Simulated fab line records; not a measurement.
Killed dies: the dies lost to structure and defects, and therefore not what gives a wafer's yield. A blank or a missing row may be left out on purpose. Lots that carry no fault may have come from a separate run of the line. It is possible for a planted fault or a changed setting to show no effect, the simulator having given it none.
Which tool was responsible?    flow nand harc    12 lots with 36 wafers sampled at 4 steps, on a route of 1302 steps

== WHAT THE GAUGES SHOWED, per wafer ==
The record lacks any reading of a measuring or inspecting step that a usual standard deviation could be used to judge.

== EACH LOT AND THE TOOL THAT RAN IT (in order: tool; ch and the chambers of the sampled wafers; start) ==
lot   NHARC_A_STAIRCASE_TRIM_20           NHARC_A_STAIRCASE_TRIM_22                      NHARC_A_STAIRCASE_ETCH_25           NHARC_A_STAIRCASE_ETCH_27
L927  rie diel-11 ch 0,2,3, day 16 02:51  rie diel-11 ch 1,2,3, day 16 03:28 or earlier  rie diel-11 ch 0,2,3, day 16 03:28  rie diel-11 ch 0,1,2, no start
L930  rie diel-10 ch 0,2,3, day 17 13:36  rie diel-10 ch 0,3, day 17 14:21 or earlier    rie diel-10 ch 0,2,3, day 17 14:21  rie diel-10 ch 2,3, no start
L929  rie diel-11 ch 0,1,2, day 17 13:55  rie diel-11 ch 1,2, day 17 14:32 or earlier    rie diel-11 ch 1,2,3, day 17 14:32  rie diel-11 ch 0,3, no start
L933  rie diel-11 ch 0,2, day 19 11:34    rie diel-11 ch 1,2, day 19 12:17 or earlier    rie diel-11 ch 1,2,3, day 19 12:17  rie diel-11 ch 0,1,2, no start
L934  rie diel-02 ch 0,2, day 19 12:09    rie diel-02 ch 0,2, day 19 12:47 or earlier    rie diel-02 ch 0,1,2, day 19 12:47  rie diel-02 ch 2,3, no start
L935  rie diel-11 ch 0,2,3, day 19 23:17  rie diel-11 ch 0,1,3, day 20 00:04 or earlier  rie diel-11 ch 0,2, day 20 00:04    rie diel-11 ch 0,1,3, no start
L943  rie diel-02 ch 2,3, day 23 03:56    rie diel-02 ch 0,2, day 23 04:35 or earlier    rie diel-02 ch 0,2,3, day 23 04:35  rie diel-02 ch 1,2, no start
L944  rie diel-10 ch 0,1,3, day 23 16:23  rie diel-10 ch 0,2,3, day 23 17:02 or earlier  rie diel-10 ch 0,2, day 23 17:02    rie diel-10 ch 0,3, no start
L945  rie diel-10 ch 1,2,3, day 24 08:03  rie diel-10 ch 2,3, day 24 08:40 or earlier    rie diel-10 ch 0,1, day 24 08:40    rie diel-10 ch 0,1,2, no start
L946  rie diel-02 ch 0,3, day 24 09:17    rie diel-02 ch 2,3, day 24 09:58 or earlier    rie diel-02 ch 1,3, day 24 09:58    rie diel-02 ch 1,2, no start
L948  rie diel-10 ch 1,2, day 24 19:27    rie diel-10 ch 1,2, day 24 19:53               rie diel-10 ch 1,2, day 24 20:26    rie diel-10 ch 1,2, no start
L947  rie diel-11 ch 0,1,2, day 24 20:03  rie diel-11 ch 0,1,3, day 24 20:39 or earlier  rie diel-11 ch 0,1,2, day 24 20:39  rie diel-11 ch 0,1,3, no start
- NHARC_A_STAIRCASE_TRIM_20: chemistry O2, time 211.2 s.
- NHARC_A_STAIRCASE_TRIM_22: chemistry O2, time 211.2 s.
- NHARC_A_STAIRCASE_ETCH_25: etches the open film in C4F8/O2, target depth 100 nm, time 40.5 s.
- NHARC_A_STAIRCASE_ETCH_27: etches the open film in C4F8/O2, target depth 100 nm, time 40.5 s.

== AS READ BY THE TOOLS THEMSELVES (means over the sampled wafers that have a number; for cases with no such wafer, the mark the record gives instead) ==
NHARC_A_STAIRCASE_TRIM_20.
lot   tool         drypump motor current A (A)  oes product au (a.u.)  rf vpp V (V)  showerhead plenum p Torr (Torr)  throttle valve pct (%)
L927  rie diel-11  5.9                          1.000                  56.9          3.46                             17.045
L930  rie diel-10  5.8                          1.003                  58.6          3.53                             17.029
L929  rie diel-11  5.6                          1.009                  58.4          3.54                             17.035
L933  rie diel-11  5.6                          0.987                  58.2          3.76                             17.033
L934  rie diel-02  6.1                          0.985                  58.0          3.43                             17.034
L935  rie diel-11  5.9                          1.003                  58.1          3.63                             17.033
L943  rie diel-02  6.0                          0.995                  58.2          3.57                             17.036
L944  rie diel-10  6.3                          1.007                  58.2          3.54                             17.042
L945  rie diel-10  6.1                          1.011                  57.9          3.59                             17.033
L946  rie diel-02  5.8                          0.993                  57.0          3.37                             17.037
L948  rie diel-10  5.6                          1.016                  58.8          3.64                             17.043
L947  rie diel-11  5.6                          1.006                  57.5          3.69                             17.041

NHARC_A_STAIRCASE_TRIM_22.
lot   tool         drypump motor current A (A)  oes product au (a.u.)  rf vpp V (V)  showerhead plenum p Torr (Torr)  throttle valve pct (%)
L927  rie diel-11  5.9                          1.000                  57.5          3.42                             17.046
L930  rie diel-10  6.4                          1.003                  58.2          3.65                             17.028
L929  rie diel-11  5.9                          1.005                  58.3          3.38                             17.029
L933  rie diel-11  5.6                          1.009                  59.4          3.67                             17.040
L934  rie diel-02  6.1                          0.985                  57.7          3.42                             17.040
L935  rie diel-11  5.7                          1.005                  58.2          3.56                             17.037
L943  rie diel-02  6.2                          0.993                  58.3          3.51                             17.035
L944  rie diel-10  5.8                          1.001                  59.0          3.68                             17.031
L945  rie diel-10  6.2                          0.999                  58.3          3.68                             17.039
L946  rie diel-02  6.0                          0.995                  58.4          3.57                             17.033
L948  rie diel-10  5.6                          1.010                  58.2          3.64                             17.035
L947  rie diel-11  5.7                          1.008                  57.4          3.54                             17.042

NHARC_A_STAIRCASE_ETCH_25.
lot   tool         oes product au (a.u.)  rf fwd power W (W)  rf vpp V (V)
L927  rie diel-11  0.944                  592.1               893
L930  rie diel-10  0.947                  591.2               896
L929  rie diel-11  0.943                  593.6               892
L933  rie diel-11  1.048                  689.4               898
L934  rie diel-02  0.937                  590.8               897
L935  rie diel-11  1.036                  687.8               904
L943  rie diel-02  0.936                  592.6               894
L944  rie diel-10  0.951                  592.6               903
L945  rie diel-10  0.964                  592.8               895
L946  rie diel-02  0.937                  590.8               898
L948  rie diel-10  0.945                  590.9               896
L947  rie diel-11  0.947                  595.2               902

NHARC_A_STAIRCASE_ETCH_27.
lot   tool         oes product au (a.u.)  rf fwd power W (W)  rf vpp V (V)
L927  rie diel-11  0.959                  594.7               897
L930  rie diel-10  0.933                  589.3               896
L929  rie diel-11  0.931                  592.2               894
L933  rie diel-11  0.949                  592.5               903
L934  rie diel-02  0.936                  591.2               898
L935  rie diel-11  0.931                  593.4               898
L943  rie diel-02  0.936                  589.1               902
L944  rie diel-10  0.945                  592.3               899
L945  rie diel-10  0.952                  593.8               898
L946  rie diel-02  0.950                  590.0               900
L948  rie diel-10  0.954                  591.5               900
L947  rie diel-11  0.949                  592.8               896

== THE ANSWER, worked out from the rows above alone ==
Rule: what is usual is taken from the lots themselves. The widest of any qualifying gaps counts: lots, ordered by their means at a reading, are off when they make up no more than a third of the lots, leave a main group of 4 or more, and stand apart from it by 3 or more times the standard deviation of that group's means. If all means in a main group match to the digits the tables above print for the reading, that group is not used. Also off: a lot with no number at a reading for which 4 or more lots have one. All remaining lots with rows at the step are treated as sound. Order of review: gauges by route order, followed by the tools' own readings, for which a lot's mean as printed above is used. The first step at which some lot is off is used, and at that step the reading that is off furthest; a lot without a number counts as furthest.
Off: L933, L935, at NHARC_A_STAIRCASE_ETCH_25 (rf fwd power W). The main group has a mean of 592.3 W with a standard deviation of 1.3.
If a tool, at that step or one of the process steps before it, ran each lot that is off and ran no sound lot following the first of them, it fits. NHARC_A_STAIRCASE_TRIM_22 gives no start for some lots, so the hours and the order of its lots are those of NHARC_A_STAIRCASE_ETCH_25. None of those tried fits.

== WHAT THE SIMULATOR PUT IN ==
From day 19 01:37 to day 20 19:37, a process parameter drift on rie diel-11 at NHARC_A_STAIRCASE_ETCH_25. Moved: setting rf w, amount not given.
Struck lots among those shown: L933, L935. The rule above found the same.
